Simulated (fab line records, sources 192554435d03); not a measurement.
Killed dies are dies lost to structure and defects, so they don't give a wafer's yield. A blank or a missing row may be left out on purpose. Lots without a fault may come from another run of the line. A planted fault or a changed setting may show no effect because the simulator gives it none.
Chamber matching | flow n5_finfet | N5_BEOL_M7_TRENCH_ETCH_37 on rie_diel-03: 4 sister chambers
The step etches SiCOH lowk in C4F6/O2, target depth 93.478 nm, time 31.2 s. 14 wafers are shown with their chamber, then 7 later ones without.

WAFERS WITH THEIR CHAMBER
wafer  | chamber | showerhead_plenum_p_Torr (Torr) | drypump_motor_current_A (A) | rf_vpp_V (V)
L331.2 | 1       | 2.72                            | 5.7                         | 657
L331.4 | 0       | 2.95                            | 5.6                         | 648
L331.6 | 1       | 2.72                            | 5.7                         | 657
L335.1 | 3       | 2.78                            | 5.1                         | 673
L335.2 | 1       | 2.72                            | 5.7                         | 658
L335.3 | 2       | 2.93                            | 5.3                         | 644
L336.1 | 2       | 2.93                            | 5.3                         | 645
L336.3 | 0       | 2.95                            | 5.6                         | 646
L336.6 | 1       | 2.71                            | 5.7                         | 658
L338.3 | 1       | 2.71                            | 5.7                         | 659
L338.4 | 2       | 2.92                            | 5.3                         | 645
L338.6 | 0       | 2.95                            | 5.7                         | 648
L347.1 | 2       | 2.92                            | 5.3                         | 646
L347.5 | 3       | 2.77                            | 5.1                         | 674

SIGNATURES (means of the wafers above)
reading                  | chamber 0 | chamber 1 | chamber 2 | chamber 3 | scatter within a chamber
showerhead_plenum_p_Torr | 2.9500    | 2.7160    | 2.9250    | 2.7750    | 0.0052
drypump_motor_current_A  | 5.633     | 5.700     | 5.300     | 5.100     | 0.0258
rf_vpp_V                 | 647.33    | 657.80    | 645.00    | 673.50    | 0.893
Rule: a wafer's distance from a chamber is the root of the sum, over the readings, of the square of ((its reading less the chamber's mean) divided by the reading's scatter). The wafer belongs to the nearest chamber; if the next one is less than 2 further off, it can't be placed. The scatter: the root of (the sum of the squares of (reading less its chamber's mean) over the shown wafers, divided by (wafers less chambers)).

WAFERS WITHOUT THEIR CHAMBER
wafer  | showerhead_plenum_p_Torr (Torr) | drypump_motor_current_A (A) | rf_vpp_V (V)
L347.6 | 2.92                            | 5.3                         | 646
L349.1 | 2.94                            | 5.7                         | 647
L349.4 | 2.92                            | 5.3                         | 646
L349.6 | 2.70                            | 5.7                         | 657
L348.1 | 2.70                            | 5.7                         | 658
L348.3 | 2.94                            | 5.7                         | 648
L348.4 | 2.76                            | 5.1                         | 674

WHICH CHAMBER EACH WENT THROUGH
wafer  | from the rows above | in truth
L347.6 | 2                   | 2
L349.1 | 0                   | 0
L349.4 | 2                   | 2
L349.6 | 1                   | 1
L348.1 | 1                   | 1
L348.3 | 0                   | 0
L348.4 | 3                   | 3
Placed correctly: 7 of 7. Can't be placed from these rows: 0. Placed wrongly: 0.
